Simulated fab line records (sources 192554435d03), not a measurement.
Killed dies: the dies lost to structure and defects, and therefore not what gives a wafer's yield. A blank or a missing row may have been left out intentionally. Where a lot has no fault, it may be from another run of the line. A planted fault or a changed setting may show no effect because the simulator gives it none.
Comparing a struck lot with a sound one || flow n5 finfet || 15 steps out of a route of 1938
Sound: the wafers L786.1, L786.5, L786.6. Struck: wafer L787.3; the same lot's L787.2 was not struck, so it is left out; see the end for the cause.
For every step that has rows: the tool of each side, followed by ch and its chambers, followed by its first start. Under that, the readings that differ: sound wafers || struck wafers || difference of the means || sigmas: that difference in standard deviations of wafers without a fault.
alike: same words and numbers on both sides, and readings whose means sit less than 2 such deviations apart. not compared: any withheld reading, any reading some wafer has no value for, any bound like >300 that may hide the same value, and any number with overlapping values for which the record gives no deviation.
The two part at a step that has a row with sigmas, a row that says differs or no value, or rows on one side only. Numbers that don't overlap but have no deviation are shown without sigmas and don't part them. A reading that every wafer of one side lacks parts them only if that side has two wafers or more.

N5_BEOL_M7_TRENCH_ETCH_37: etches SiCOH lowk in C4F6/O2, target depth 93.478 nm, time 31.2 s.
  sound: rie diel-01 ch 1,2; struck: rie diel-01 ch 3
{"reading": "throttle valve pct (%)", "sound": "21.01 20.99 21.16", "struck": 20.55, "difference": -0.50, "sigmas": -2}
  alike: drypump motor current A, mfc ar sccm, oes product au, rf vpp V, showerhead plenum p Torr
  not compared: rf hours counter h
then, 1 step without rows for these wafers: N5_BEOL_M7_ETCH_41 (etches SiCN in CH3F/O2, target depth 31.9 nm, time 57.8 s).
N5_BEOL_M7_STRIP_80: strips in N2/H2, time 10 s.
  sound: rie diel-01 ch 1,2; struck: rie diel-01 ch 3
  alike: drypump motor current A, oes product au, rf vpp V, showerhead plenum p Torr, throttle valve pct
  not compared: rf hours counter h
N5_BEOL_M7_OCD_MEAS_38:
  sound: ocd-01 at day 12 13:27; struck: ocd-01 at day 13 01:35
  alike: trench depth nm
then, 4 steps without rows for these wafers: N5_BEOL_M7_HM_STRIP_39 (strips TiN in peroxide tin strip, target depth 25 nm, time 158 s); N5_BEOL_M7_SRD_40 (time 30 s); N5_BEOL_M7_PRECLEAN_42 (cleans in residue remover, time 60 s); N5_BEOL_M7_SRD_43 (time 30 s).
N5_BEOL_M7_CD_MEAS_35 targets a cd of 40 nm.
  sound: cd sem-02 at day 12 13:36; struck: cd sem-03 at day 13 01:45
  alike: cd nm
N5_BEOL_M7_CURE_75: cures SiCOH lowk, time 120 s.
  sound on uv cure-02 ch 0, day 12 13:38; struck on uv cure-03 ch 0, day 13 01:50
  alike: lamp power pct, wafer_temp_C_max
N5_BEOL_M7_DEGAS_44: time 60 s.
  sound: pvd sputter-03 at day 12 14:25; struck: pvd sputter-03 at day 13 04:26
  alike: heater power w
then, 1 step without rows for these wafers: N5_BEOL_M7_PRE_CLEAN_45 (time 30 s).
N5_BEOL_M7_ALD_77: deposits TaN, target thk 2 nm, pulse time 2 s, purge time 3 s.
  sound on ald metal-03 ch 0,1,3, day 12 14:31; struck on ald metal-03 ch 1, day 13 04:32
{"reading": "ald cycles", "sound": "40 40 40", "struck": 44, "difference": "+4", "sigmas": ""}
  alike: heater power outer w, heater power w, precursor vessel temp c
N5_BEOL_M7_SURFACE_TREAT_79:
  sound: pvd sputter-02 at day 12 14:52; struck: pvd sputter-02 at day 13 05:01
  not compared: throttle valve pct
-- here the record skips 4 days between the struck wafers' starts before and after, leaving off in module BEOL_M7 and picking up in module PASSIVATION (first step shown: number 1936 of the route) --
N5_PASSIVATION_PROBE_49:
  only the struck wafers here have rows in the record (prober-01, day 17 05:42); the sound ones have none

## WHERE THEY PART
Last at N5_PASSIVATION_PROBE_49 as far as this record goes, first at N5_BEOL_M7_TRENCH_ETCH_37.

WHY: what the simulator had put in
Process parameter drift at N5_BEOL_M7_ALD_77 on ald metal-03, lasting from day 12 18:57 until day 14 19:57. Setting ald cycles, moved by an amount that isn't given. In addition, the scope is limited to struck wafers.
